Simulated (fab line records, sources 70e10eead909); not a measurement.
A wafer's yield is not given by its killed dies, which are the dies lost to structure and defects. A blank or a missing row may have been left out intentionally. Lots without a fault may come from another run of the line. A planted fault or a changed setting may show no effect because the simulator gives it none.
Matching of chambers + flow nand-harc + NHARC_A_DECK1_JOINT_DEP_16 on pecvd-02: 3 sister chambers
The step deposits SiO2, target thk 45 nm. 16 wafers are shown with their chamber, then 8 later ones without.

== WAFERS, EACH WITH ITS CHAMBER ==
| wafer  | chamber | throttle-valve-pct (%) | heater-power-w (W) |
|--------|---------|------------------------|--------------------|
| L150.3 | 1       | 16.4                   | 743                |
| L150.5 | 0       | 17.0                   | 657                |
| L150.6 | 1       | 16.5                   | 711                |
| L151.2 | 2       | 15.5                   | 579                |
| L151.4 | 0       | 17.0                   | 742                |
| L151.6 | 2       | 15.7                   | 436                |
| L153.2 | 2       | 15.8                   | 463                |
| L153.5 | 2       | 16.0                   | 472                |
| L153.6 | 1       | 16.5                   | 765                |
| L154.3 | 2       | 15.5                   | 571                |
| L154.4 | 2       | 15.7                   | 581                |
| L154.6 | 1       | 16.4                   | 647                |
| L155.2 | 0       | 17.1                   | 744                |
| L155.4 | 1       | 16.7                   | 648                |
| L155.6 | 0       | 17.3                   | 745                |
| L158.3 | 0       | 17.3                   | 781                |

SIGNATURES, as means of the wafers listed above
| reading            | chamber 0 | chamber 1 | chamber 2 | scatter within a chamber |
|--------------------|-----------|-----------|-----------|--------------------------|
| throttle-valve-pct | 17.140    | 16.500    | 15.700    | 0.16                     |
| heater-power-w     | 733.80    | 702.80    | 517.00    | 57.1                     |
Rule: distance of a wafer from a chamber = root of the sum over the readings of ((wafer's reading minus chamber's mean) / reading's scatter) squared. If the next closest chamber is less than 2 further off than the closest, the wafer can't be placed; otherwise it belongs to the closest. The scatter: take each reading less its chamber's mean, square it, sum over the shown wafers, divide by the number of wafers less the number of chambers, and take the root.

== WAFERS WITH NO CHAMBER GIVEN ==
| wafer  | throttle-valve-pct (%) | heater-power-w (W) |
|--------|------------------------|--------------------|
| L158.4 | 15.7                   | 527                |
| L158.6 | 16.8                   | 697                |
| L160.4 | 15.9                   | 582                |
| L160.5 | 16.7                   | 689                |
| L160.6 | 17.4                   | 666                |
| L164.4 | 15.9                   | 502                |
| L164.5 | 16.9                   | 601                |
| L164.6 | 17.1                   | 697                |

== CHAMBER TAKEN BY EACH ==
| wafer  | from the rows above     | in truth |
|--------|-------------------------|----------|
| L158.4 | 2                       | 2        |
| L158.6 | can't be placed: 1 or 0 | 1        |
| L160.4 | 2                       | 2        |
| L160.5 | can't be placed: 1 or 0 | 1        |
| L160.6 | 0                       | 0        |
| L164.4 | 2                       | 2        |
| L164.5 | can't be placed: 0 or 1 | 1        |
| L164.6 | 0                       | 0        |
Correct placement for 5 of the 8. Not placeable from these rows: 3 (in 3, the candidates include the true chamber). Number placed wrongly: 0.
